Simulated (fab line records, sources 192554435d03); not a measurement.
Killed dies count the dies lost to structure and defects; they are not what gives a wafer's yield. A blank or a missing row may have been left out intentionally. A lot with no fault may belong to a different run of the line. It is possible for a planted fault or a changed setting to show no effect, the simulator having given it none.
Which tool did it? -- flow n5 finfet -- 24 lots with 72 wafers sampled at 5 steps, on a route of 1938 steps

== WHAT EACH GAUGE READ, for each wafer ==
N5_BEOL_M8_INSPECT_13: inspects for defects (brightfield). Usual: raw defect count at 449, with a standard deviation of 110.
lot,measured,on,raw defect count,flag
L075,day 10 08:53,defect inspect-01,534 432 353,
L074,day 10 13:13,defect inspect-02,421 268 373,
L076,day 10 22:30,defect inspect-02,456 353 574,
L077,day 11 03:48,defect inspect-01,331 499 299,
L079,day 11 08:30,defect inspect-02,672 548 568,
L078,day 11 09:04,defect inspect-02,570 484 589,
L080,day 11 11:25,defect inspect-02,643 410 628,
L083,day 11 16:35,defect inspect-02,470 403 536,
L081,day 12 12:23,defect inspect-01,539 474 510,
L084,day 12 21:03,defect inspect-01,334 281 370,
L082,day 12 21:13,defect inspect-02,490 494 478,
L088,day 13 01:55,defect inspect-02,555 288 377,
L085,day 13 07:19,defect inspect-01,587 522 423,
L086,day 13 16:33,defect inspect-02,327 254 555,
L087,day 13 20:22,defect inspect-01,496 316 379,
L089,day 14 05:29,defect inspect-01,480 455 450,
L090,day 14 09:14,defect inspect-01,423 454 430,
L092,day 14 09:59,defect inspect-01,338 578 323,
L091,day 14 13:28,defect inspect-01,614 389 303,
L093,day 14 19:44,defect inspect-02,488 498 479,
L094,day 15 00:14,defect inspect-02,351 401 348,
L095,day 15 09:13,defect inspect-02,406 320 364,
L096,day 16 02:40,defect inspect-02,317 332 311,
L097,day 16 07:07,defect inspect-02,518 758 415,

N5_BEOL_M8_CD_MEAS_28 targets a cd of 40 nm. Usual: cd nm at 40.05 nm, with a standard deviation of 0.23.
lot,measured,on,cd nm (nm),flag
L075,day 10 12:19,cd sem-02,40.31 40.23 39.95,
L074,day 10 14:21,cd sem-01,40.27 39.67 39.86,
L076,day 10 23:32,cd sem-01,40.45 40.48 39.98,
L077,day 11 05:30,cd sem-02,40.10 40.44 40.03,
L079,day 11 09:56,cd sem-02,40.04 40.04 40.06,
L078,day 11 10:01,cd sem-01,40.03 39.83 39.91,
L080,day 11 13:27,cd sem-03,40.23 40.36 40.26,
L083,day 11 18:41,cd sem-02,40.13 40.71 40.31,
L081,day 12 13:15,cd sem-03,39.95 40.00 39.65,
L084,day 12 23:16,cd sem-02,40.03 40.48 40.25,
L082,day 12 23:13,cd sem-03,40.12 39.91 40.32,
L088,day 13 04:17,cd sem-03,39.70 39.73 40.01,
L085,day 13 08:46,cd sem-01,39.71 39.95 39.81,
L086,day 13 17:43,cd sem-03,40.00 40.05 40.20,
L087,day 13 21:32,cd sem-03,39.99 39.71 39.78,
L089,day 14 06:19,cd sem-02,39.87 39.91 40.07,
L090,day 14 12:35,cd sem-01,39.86 40.01 39.93,
L092,day 14 12:25,cd sem-02,40.18 39.79 39.84,
L091,day 14 15:07,cd sem-02,40.01 39.78 40.00,
L093,day 14 22:02,cd sem-03,40.50 39.62 39.91,
L094,day 15 01:02,cd sem-03,39.63 40.05 40.16,
L095,day 15 12:22,cd sem-02,40.25 40.05 39.98,
L096,day 16 05:52,cd sem-03,40.18 40.22 39.70,
L097,day 16 10:29,cd sem-02,39.98 40.23 40.16,

N5_BEOL_M8_OVL_MEAS_29. Usual: V7_OVL typically reads -0.4 nm, with standard deviation 0.7.
lot,measured,on,V7_OVL (nm),flag
L075,day 10 12:21,overlay-01,-0.3 -0.3 0.1,
L074,day 10 14:24,overlay-01,0.5 0.2 -0.2,
L076,day 10 23:34,overlay-02,-0.7 -0.1 1.2,
L077,day 11 05:32,overlay-01,0.3 0.5 0.1,
L079,day 11 09:58,overlay-01,-0.6 -0.5 -0.6,
L078,day 11 10:03,overlay-01,-0.6 -0.5 -1.1,
L080,day 11 13:29,overlay-01,-1.8 0.0 -0.7,
L083,day 11 18:43,overlay-02,-0.8 -1.3 -0.6,
L081,day 12 13:17,overlay-01,1.2 -0.2 0.4,
L084,day 12 23:18,overlay-02,-1.0 0.1 -1.0,
L082,day 12 23:15,overlay-01,-0.2 0.0 -0.3,
L088,day 13 04:19,overlay-01,-1.0 -0.3 -0.2,
L085,day 13 08:47,overlay-01,0.3 -0.2 0.4,
L086,day 13 17:45,overlay-02,0.4 -0.4 0.5,
L087,day 13 21:34,overlay-02,-1.6 -1.4 -0.9,
L089,day 14 06:20,overlay-01,-0.5 -0.8 -1.0,
L090,day 14 12:37,overlay-01,-1.1 0.7 -0.9,
L092,day 14 12:27,overlay-01,0.2 -1.0 -2.1,
L091,day 14 15:08,overlay-02,-0.8 -0.1 0.9,
L093,day 14 22:05,overlay-02,-0.5 -0.1 -0.3,
L094,day 15 01:04,overlay-02,-0.7 -0.9 -1.4,
L095,day 15 12:25,overlay-01,-1.2 -2.2 -0.9,
L096,day 16 05:53,overlay-02,-0.6 -1.0 0.2,
L097,day 16 10:31,overlay-01,0.0 0.3 0.8,

N5_BEOL_M8_INSPECT_30: inspects for defects (brightfield). Usual: raw defect count at 445, with a standard deviation of 110.
lot,measured,on,raw defect count,flag
L075,day 10 12:24,defect inspect-02,602 478 380,
L074,day 10 14:27,defect inspect-02,398 284 365,
L076,day 10 23:37,defect inspect-02,435 388 543,
L077,day 11 05:35,defect inspect-02,372 524 298,
L079,day 11 10:01,defect inspect-01,616 458 492,
L078,day 11 10:06,defect inspect-01,516 457 520,
L080,day 11 13:32,defect inspect-01,556 389 514,
L083,day 11 18:46,defect inspect-02,478 381 528,
L081,day 12 13:20,defect inspect-02,607 525 545,
L084,day 12 23:21,defect inspect-01,331 278 354,
L082,day 12 23:19,defect inspect-01,410 484 432,
L088,day 13 04:22,defect inspect-01,504 240 343,
L085,day 13 08:50,defect inspect-02,657 592 479,
L086,day 13 17:49,defect inspect-02,323 254 559,
L087,day 13 21:38,defect inspect-01,508 339 389,
L089,day 14 06:24,defect inspect-02,525 478 511,
L090,day 14 12:41,defect inspect-01,410 462 444,
L092,day 14 12:31,defect inspect-01,330 577 313,
L091,day 14 15:12,defect inspect-02,626 458 350,
L093,day 14 22:08,defect inspect-01,458 443 443,
L094,day 15 01:07,defect inspect-02,372 388 348,
L095,day 15 12:28,defect inspect-02,420 314 354,
L096,day 16 05:57,defect inspect-02,307 344 320,
L097,day 16 10:35,defect inspect-01,464 668 387,

== WHICH TOOL RAN EACH LOT (tool, then ch and the chambers of the sampled wafers, then the start) ==
lot,N5_BEOL_M8_STRIP_19
L075,"rie diel-03 ch 0,3, day 10 09:26"
L074,"rie diel-01 ch 0,3, day 10 13:58"
L076,"rie diel-03 ch 0,2,3, day 10 23:07"
L077,"rie diel-03 ch 2,3, day 11 04:41"
L079,"rie diel-03 ch 0,2,3, day 11 08:55"
L078,"rie diel-01 ch 0,2, day 11 09:29"
L080,"rie diel-06 ch 0,1,2, day 11 11:52"
L083,"rie diel-06 ch 1,3, day 11 17:01"
L081,"rie diel-01 ch 0,2, day 12 12:50"
L084,"rie diel-06 ch 0,2,3, day 12 21:43"
L082,"rie diel-01 ch 0,2,3, day 12 21:40"
L088,"rie diel-06 ch 1,2,3, day 13 02:37"
L085,"rie diel-06 ch 0,1,3, day 13 07:44"
L086,"rie diel-01 ch 0,1,3, day 13 16:58"
L087,"rie diel-03 ch 2,3, day 13 20:47"
L089,"rie diel-03 ch 1,2,3, day 14 05:55"
L090,"rie diel-06 ch 1,2,3, day 14 09:59"
L092,"rie diel-06 ch 1,2,3, day 14 10:26"
L091,"rie diel-06 ch 0,2,3, day 14 14:36"
L093,"rie diel-06 ch 0,1,3, day 14 20:32"
L094,"rie diel-06 ch 1,2, day 15 00:39"
L095,"rie diel-06 ch 0,1,3, day 15 09:38"
L096,"rie diel-01 ch 0,3, day 16 03:07"
L097,"rie diel-03 ch 1,2, day 16 08:13"
- N5_BEOL_M8_STRIP_19: strips in O2.

== AS READ BY THE TOOLS THEMSELVES (means over the sampled wafers that have a number; for cases with no such wafer, the mark the record gives instead) ==
N5_BEOL_M8_STRIP_19. Usual: drypump motor current A 5.7 A, standard deviation 0.43; oes product au 0.80 a.u., standard deviation 0.086; rf vpp V 3.7 V, standard deviation 0.58; showerhead plenum p Torr 2.09 Torr, standard deviation 0.075; temp c 40.00 C, standard deviation 0.1; throttle valve pct 16.65 %, standard deviation 0.22.
lot,tool,drypump motor current A (A),oes product au (a.u.),rf vpp V (V),showerhead plenum p Torr (Torr),temp c (C),throttle valve pct (%),flag
L075,rie diel-03,6.2,0.78,3.9,2.14,40.07,16.61,
L074,rie diel-01,5.5,0.73,3.7,2.10,39.97,16.74,
L076,rie diel-03,5.9,0.80,3.3,2.14,39.97,16.67,
L077,rie diel-03,6.0,0.85,3.0,2.21,39.89,16.57,
L079,rie diel-03,5.9,0.80,3.5,2.14,39.91,16.66,
L078,rie diel-01,5.7,0.68,3.7,2.10,40.06,16.81,
L080,rie diel-06,5.8,0.85,4.1,2.07,40.01,16.49,
L083,rie diel-06,5.5,0.87,3.7,2.03,40.04,16.37,
L081,rie diel-01,5.6,0.70,3.7,2.12,40.17,16.76,
L084,rie diel-06,5.8,0.82,3.9,2.06,40.06,16.69,
L082,rie diel-01,5.6,0.70,3.4,2.10,40.02,16.80,
L088,rie diel-06,5.5,0.85,3.6,2.06,40.01,16.49,
L085,rie diel-06,5.8,0.80,3.3,2.02,39.98,16.59,
L086,rie diel-01,5.4,0.79,4.2,2.16,39.95,16.82,
L087,rie diel-03,6.0,0.83,4.1,2.20,40.09,16.63,
L089,rie diel-03,6.0,0.84,3.3,2.18,39.99,16.62,
L090,rie diel-06,5.4,0.85,3.6,2.06,40.09,16.52,
L092,rie diel-06,5.4,0.85,3.3,2.06,40.00,16.53,
L091,rie diel-06,5.8,0.81,3.3,2.06,39.93,16.71,
L093,rie diel-06,5.8,0.80,3.7,2.02,40.03,16.62,
L094,rie diel-06,5.4,0.86,3.8,2.06,39.91,16.35,
L095,rie diel-06,5.8,0.78,3.2,2.02,39.92,16.63,
L096,rie diel-01,5.5,0.87,3.9,2.09,40.01,16.51,
L097,rie diel-03,5.7,0.87,4.0,2.15,39.98,16.67,

== THE ANSWER, worked out from the rows above alone ==
Rule: a lot counts as off when the mean over its wafers that have a number is more than 3 standard deviations away from the usual mean. A lot without any number at a reading at which 4 lots or more have one is off too. The other lots that the step has rows for count as sound. First the gauges in route order, then the tools' own readings, where a lot's mean is used as printed above. At the first step where some lot is off, the reading lying furthest off is the one used; lots without a number count as furthest.
None of the lots is off at any reading shown; this tells nothing.

== WHAT WAS PUT IN BY THE SIMULATOR ==
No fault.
